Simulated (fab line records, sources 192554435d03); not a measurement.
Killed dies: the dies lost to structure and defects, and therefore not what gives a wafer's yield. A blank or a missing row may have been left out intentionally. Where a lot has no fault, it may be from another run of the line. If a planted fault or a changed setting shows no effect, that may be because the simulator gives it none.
One fault through the eyes of 2 desks / flow n5Finfet / each desk has only its own numbers; what lay behind them comes last

THE TOOL OWNER'S DESK: lithoTrack-01
The tool's own readings at N5_HKMG_FIN_COAT_42 (time 60 s, resist thk 35 nm): means of the sampled wafers that have a number, for each lot that ran on this tool. Marked OUT: a lot whose mean sits more than 4 standard deviations from the usual mean, which makes it out of limits; the brackets give that distance.
Columns: A = dispensePressureKPa at N5_HKMG_FIN_COAT_42, usual 48.8 kPa; B = exhaustPa at N5_HKMG_FIN_COAT_42, usual 45.0 Pa; C = spinSpeedRpm at N5_HKMG_FIN_COAT_42, usual 1499.8 rpm
lot=L277; first seen here=day 6 11:37; A=45.1; B=46.3; C=1586.7 (+79) OUT
lot=L279; first seen here=day 6 23:14; A=45.1; B=45.0; C=1586.6 (+79) OUT
Finding of this desk: L277, L279 out of limits; the first was L277 at day 6 11:37, on spinSpeedRpm at N5_HKMG_FIN_COAT_42. In limits: none.

AT THE METROLOGY DESK
Means of the sampled wafers that have a number, per lot and without regard to the tool the lot ran on: this is what the gauges read. Marked OUT: a lot whose mean sits more than 4 standard deviations from the usual mean, which makes it out of limits; the brackets give that distance. Of its 11 readings 7 are shown: those that lie furthest out on some lot.
Columns: A = SDB_THK at N5_SDB_THK_MEAS_31, usual 64.8 nm; B = IOFF_P at N5_BEOL_M4_RC_MEAS_101, usual 0.22 nA/um; C = ION_N at N5_BEOL_M4_RC_MEAS_101, usual 672 uA/um; D = ION_P at N5_BEOL_M4_RC_MEAS_101, usual 462 uA/um; E = SS_P at N5_BEOL_M4_RC_MEAS_101, usual 73.3 mV/dec; F = VT_N at N5_BEOL_M4_RC_MEAS_101, usual 250 mV; G = VT_P at N5_BEOL_M4_RC_MEAS_101, usual -250 mV
lot=L267; first seen here=day 3 23:52; A=65.8; B=0.25; C=675; D=468; E=73.8; F=249; G=-247
lot=L268; first seen here=day 4 04:20; A=65.9; B=0.20; C=672; D=462; E=72.6; F=252; G=-249
lot=L269; first seen here=day 4 14:02; A=64.7; B=0.22; C=669; D=459; E=73.3; F=251; G=-248
lot=L277; first seen here=day 6 10:08; A=63.5; B=0.20; C=667; D=450; E=74.0; F=251; G=-256
lot=L279; first seen here=day 6 21:48; A=64.9; B=0.27; C=678; D=467; E=74.2; F=249; G=-245
lot=L282; first seen here=day 7 20:50; A=64.5; B=0.25; C=665; D=470; E=73.2; F=251; G=-242
lot=L284; first seen here=day 8 05:25; A=64.0; B=0.22; C=680; D=469; E=72.9; F=250; G=-248
lot=L286; first seen here=day 8 18:20; A=64.9; B=0.21; C=672; D=462; E=73.5; F=250; G=-251
lot=L287; first seen here=day 8 20:17; A=66.3; B=0.22; C=672; D=474; E=72.4; F=252; G=-246
lot=L288; first seen here=day 9 03:13; A=64.6; B=0.19; C=670; D=463; E=72.8; F=252; G=-251
lot=L290; first seen here=day 9 16:14; A=64.7; B=0.16; C=659; D=444; E=72.6; F=255; G=-256
This desk's verdict: no lot among the 11 shows anything out of limits.

BROUGHT TOGETHER
The tool owner's desk had the chance to raise an alarm at day 6 11:37 on L277, L279.
At the metrology desk, nothing out of limits was observed.
The metrology desk has L277, L279 on record, within its limits.
N5_HKMG_FIN_COAT_42 was run on lithoTrack-01 by each of the lots named.

WHAT THE SIMULATOR HAD INSERTED
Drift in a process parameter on lithoTrack-01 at N5_HKMG_FIN_COAT_42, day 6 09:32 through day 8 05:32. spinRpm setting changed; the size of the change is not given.
Struck lots among those shown: L277, L279.
Delay in hours, fault start to first out-of-limits reading, by desk: the tool owner's desk at 2.
